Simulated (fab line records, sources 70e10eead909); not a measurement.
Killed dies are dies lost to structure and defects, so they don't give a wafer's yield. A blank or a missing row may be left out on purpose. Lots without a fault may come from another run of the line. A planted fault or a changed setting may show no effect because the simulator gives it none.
A struck lot beside a sound one | flow nand_harc | 16 steps out of a route of 1302
Sound: wafers L528.1, L528.3, L528.4. Struck: wafers L538.2, L538.5, L538.6. The cause comes at the end.
At each step with rows: each side's tool, then ch and its chambers, then its first start. Under that, the readings that differ: sound wafers | struck wafers | difference of the means | sigmas: that difference in standard deviations of wafers without a fault.
alike: readings whose means differ by less than 2 such deviations, and words and numbers that are the same on both sides. not compared: withheld readings, readings that some wafer has no value for, bounds like >300 that may hide the same value, and numbers for which the record gives no deviation and whose values overlap.
The two part at a step that has a row with sigmas, a row that says differs or no value, or rows on one side only. Numbers that don't overlap but have no deviation are shown without sigmas and don't part them. A reading that every wafer of one side lacks parts them only if that side has two wafers or more.

NHARC_A_ONON_D2_THK_MEAS_08: measures by ellipsometry.
  sound on film_metro-01, day 13 07:28; struck on film_metro-02, day 17 05:56
  alike: thk_nm
then, 1 step without rows for these wafers: NHARC_A_ONON_D2_DEP_09 (target thk 1000 nm).
NHARC_A_ONON_D2_THK_MEAS_11: measures by ellipsometry.
  sound on film_metro-02, day 13 08:02; struck on film_metro-01, day 17 06:30
  alike: thk_nm
then, 1 step without rows for these wafers: NHARC_A_ONON_D2_DEP_12 (target thk 1000 nm).
NHARC_A_ONON_D2_THK_MEAS_14: measures by ellipsometry.
  sound on film_metro-01, day 13 08:35; struck on film_metro-02, day 17 07:05
  alike: thk_nm
then, 2 steps without rows for these wafers: NHARC_A_ONON_D2_ANNEAL_15 (time 3600 s); NHARC_A_ONON_D2_DEP_16 (target thk 1000 nm).
NHARC_A_ONON_D2_THK_MEAS_18: measures by ellipsometry.
  sound on film_metro-02, day 13 16:01; struck on film_metro-02, day 17 16:13
  alike: thk_nm
then, 1 step without rows for these wafers: NHARC_A_ONON_D2_DEP_19 (target thk 1000 nm).
NHARC_A_ONON_D2_THK_MEAS_21: measures by ellipsometry.
  sound on film_metro-01, day 13 16:35; struck on film_metro-01, day 17 16:47
  alike: thk_nm
then, 1 step without rows for these wafers: NHARC_A_ONON_D2_DEP_22 (target thk 1000 nm).
NHARC_A_ONON_D2_THK_MEAS_24: measures by ellipsometry.
  sound on film_metro-02, day 13 17:08; struck on film_metro-02, day 17 17:22
  reading     | sound          | struck      | difference | sigmas
  thk_nm (nm) | 1006 1005 1004 | 985 985 984 | -20        | -2
NHARC_A_ONON_D2_DEP_25: target thk 1000 nm.
  sound on pecvd_onon-04 ch 0, day 13 17:12; struck on pecvd_onon-04 ch 0, day 17 17:29
NHARC_A_ONON_D2_THK_MEAS_27: measures by ellipsometry.
  sound on film_metro-01, day 13 17:43; struck on film_metro-01, day 17 17:56
  reading     | sound          | struck      | difference | sigmas
  thk_nm (nm) | 1005 1004 1007 | 329 326 329 | -677       | -62
then, 1 step without rows for these wafers: NHARC_A_ONON_D2_DEP_28 (target thk 1000 nm).
-- the record jumps here: 12 days lie between the struck wafers' starts before and after (it left off in module A_ONON_D2 and takes up again in module END, whose first step shown is number 1302 of the route) --
NHARC_END_SORT_01:
  the record has rows for the struck wafers here (prober-02 ch 0, day 29 08:09) and none for the sound ones

WHERE THEY PART
First at NHARC_A_ONON_D2_THK_MEAS_24; last, within this record, at NHARC_END_SORT_01.

WHY: what the simulator had put in
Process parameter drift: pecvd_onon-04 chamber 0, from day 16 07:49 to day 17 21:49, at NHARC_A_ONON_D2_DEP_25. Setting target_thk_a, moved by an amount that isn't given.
